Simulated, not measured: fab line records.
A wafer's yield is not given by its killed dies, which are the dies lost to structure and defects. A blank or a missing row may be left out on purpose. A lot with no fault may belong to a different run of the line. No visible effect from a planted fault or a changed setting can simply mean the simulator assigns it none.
Chamber matching :: flow nand-harc :: 4 sister chambers for NHARC_P_GATE_ETCH_32 on rie-si-01
The step etches the open film in HBr/Cl2, target depth 150 nm, time 100.1 s. 22 wafers are shown with their chamber, then 11 later ones without.

== WAFERS WITH THEIR CHAMBER ==
wafer: L074.1
chamber: 1
drypump-motor-current-A (A): 6.0
oes-product-au (a.u.): 0.999
throttle-valve-pct (%): 26.414

wafer: L074.2
chamber: 0
drypump-motor-current-A (A): 6.0
oes-product-au (a.u.): 1.013
throttle-valve-pct (%): 26.404

wafer: L074.6
chamber: 0
drypump-motor-current-A (A): 6.0
oes-product-au (a.u.): 1.005
throttle-valve-pct (%): 26.392

wafer: L075.1
chamber: 1
drypump-motor-current-A (A): 6.0
oes-product-au (a.u.): 0.998
throttle-valve-pct (%): 26.396

wafer: L075.3
chamber: 0
drypump-motor-current-A (A): 6.0
oes-product-au (a.u.): 0.997
throttle-valve-pct (%): 26.393

wafer: L075.6
chamber: 1
drypump-motor-current-A (A): 6.0
oes-product-au (a.u.): 0.994
throttle-valve-pct (%): 26.408

wafer: L076.2
chamber: 0
drypump-motor-current-A (A): 6.0
oes-product-au (a.u.): 0.997
throttle-valve-pct (%): 26.399

wafer: L076.3
chamber: 3
drypump-motor-current-A (A): 5.3
oes-product-au (a.u.): 0.997
throttle-valve-pct (%): 26.412

wafer: L076.4
chamber: 1
drypump-motor-current-A (A): 6.0
oes-product-au (a.u.): 0.997
throttle-valve-pct (%): 26.403

wafer: L077.1
chamber: 1
drypump-motor-current-A (A): 6.0
oes-product-au (a.u.): 1.001
throttle-valve-pct (%): 26.385

wafer: L077.5
chamber: 2
drypump-motor-current-A (A): 6.3
oes-product-au (a.u.): 1.000
throttle-valve-pct (%): 26.399

wafer: L077.6
chamber: 1
drypump-motor-current-A (A): 6.0
oes-product-au (a.u.): 1.000
throttle-valve-pct (%): 26.417

wafer: L078.4
chamber: 2
drypump-motor-current-A (A): 6.2
oes-product-au (a.u.): 1.015
throttle-valve-pct (%): 26.396

wafer: L078.5
chamber: 2
drypump-motor-current-A (A): 6.2
oes-product-au (a.u.): 1.002
throttle-valve-pct (%): 26.408

wafer: L078.6
chamber: 3
drypump-motor-current-A (A): 5.3
oes-product-au (a.u.): 1.001
throttle-valve-pct (%): 26.400

wafer: L083.1
chamber: 1
drypump-motor-current-A (A): 6.0
oes-product-au (a.u.): 0.997
throttle-valve-pct (%): 26.420

wafer: L083.5
chamber: 1
drypump-motor-current-A (A): 6.0
oes-product-au (a.u.): 0.994
throttle-valve-pct (%): 26.386

wafer: L083.6
chamber: 2
drypump-motor-current-A (A): 6.3
oes-product-au (a.u.): 1.008
throttle-valve-pct (%): 26.400

wafer: L086.1
chamber: 0
drypump-motor-current-A (A): 6.0
oes-product-au (a.u.): 1.002
throttle-valve-pct (%): 26.392

wafer: L086.2
chamber: 2
drypump-motor-current-A (A): 6.2
oes-product-au (a.u.): 1.003
throttle-valve-pct (%): 26.419

wafer: L086.3
chamber: 3
drypump-motor-current-A (A): 5.3
oes-product-au (a.u.): 1.008
throttle-valve-pct (%): 26.420

wafer: L087.4
chamber: 1
drypump-motor-current-A (A): 6.0
oes-product-au (a.u.): 0.990
throttle-valve-pct (%): 26.397

SIGNATURES, as means of the wafers listed above
reading: drypump-motor-current-A
chamber 0: 6.000
chamber 1: 6.000
chamber 2: 6.240
chamber 3: 5.300
scatter within a chamber: 0.0258

reading: oes-product-au
chamber 0: 1.00280
chamber 1: 0.99667
chamber 2: 1.00560
chamber 3: 1.00200
scatter within a chamber: 0.00516

reading: throttle-valve-pct
chamber 0: 26.39600
chamber 1: 26.40289
chamber 2: 26.40440
chamber 3: 26.41067
scatter within a chamber: 0.0105
Rule: for each reading, subtract the chamber's mean from the wafer's reading, divide by that reading's scatter and square the result; add these up over the readings and take the root, which gives the wafer's distance from the chamber. The wafer belongs to the nearest chamber; if the next one is less than 2 further off, it can't be placed. How the scatter is found: for the shown wafers, subtract from each reading the mean of its chamber, square and add these, divide the total by (wafers less chambers), then take the root.

== WAFERS WITHOUT THEIR CHAMBER ==
wafer: L087.5
drypump-motor-current-A (A): 6.2
oes-product-au (a.u.): 1.003
throttle-valve-pct (%): 26.405

wafer: L087.6
drypump-motor-current-A (A): 5.3
oes-product-au (a.u.): 0.999
throttle-valve-pct (%): 26.424

wafer: L090.1
drypump-motor-current-A (A): 6.2
oes-product-au (a.u.): 0.999
throttle-valve-pct (%): 26.407

wafer: L090.3
drypump-motor-current-A (A): 6.0
oes-product-au (a.u.): 1.004
throttle-valve-pct (%): 26.402

wafer: L090.5
drypump-motor-current-A (A): 6.0
oes-product-au (a.u.): 0.995
throttle-valve-pct (%): 26.409

wafer: L095.1
drypump-motor-current-A (A): 6.1
oes-product-au (a.u.): 1.011
throttle-valve-pct (%): 26.415

wafer: L095.2
drypump-motor-current-A (A): 6.3
oes-product-au (a.u.): 0.991
throttle-valve-pct (%): 26.411

wafer: L095.5
drypump-motor-current-A (A): 5.3
oes-product-au (a.u.): 1.000
throttle-valve-pct (%): 26.394

wafer: L096.1
drypump-motor-current-A (A): 6.0
oes-product-au (a.u.): 0.993
throttle-valve-pct (%): 26.403

wafer: L096.3
drypump-motor-current-A (A): 5.3
oes-product-au (a.u.): 1.009
throttle-valve-pct (%): 26.404

wafer: L096.6
drypump-motor-current-A (A): 6.0
oes-product-au (a.u.): 1.000
throttle-valve-pct (%): 26.404

== CHAMBER TAKEN BY EACH ==
wafer: L087.5
from the rows above: 2
in truth: 2

wafer: L087.6
from the rows above: 3
in truth: 3

wafer: L090.1
from the rows above: 2
in truth: 2

wafer: L090.3
from the rows above: can't be placed: 0 or 1
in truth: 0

wafer: L090.5
from the rows above: can't be placed: 1 or 0
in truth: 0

wafer: L095.1
from the rows above: can't be placed: 0 or 1 or 2
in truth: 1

wafer: L095.2
from the rows above: 2
in truth: 2

wafer: L095.5
from the rows above: 3
in truth: 3

wafer: L096.1
from the rows above: can't be placed: 1 or 0
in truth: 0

wafer: L096.3
from the rows above: 3
in truth: 3

wafer: L096.6
from the rows above: can't be placed: 1 or 0
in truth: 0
Placed correctly: 6 of 11. Can't be placed from these rows: 5 (the true chamber is among the candidates in 5). Placed wrongly: 0.
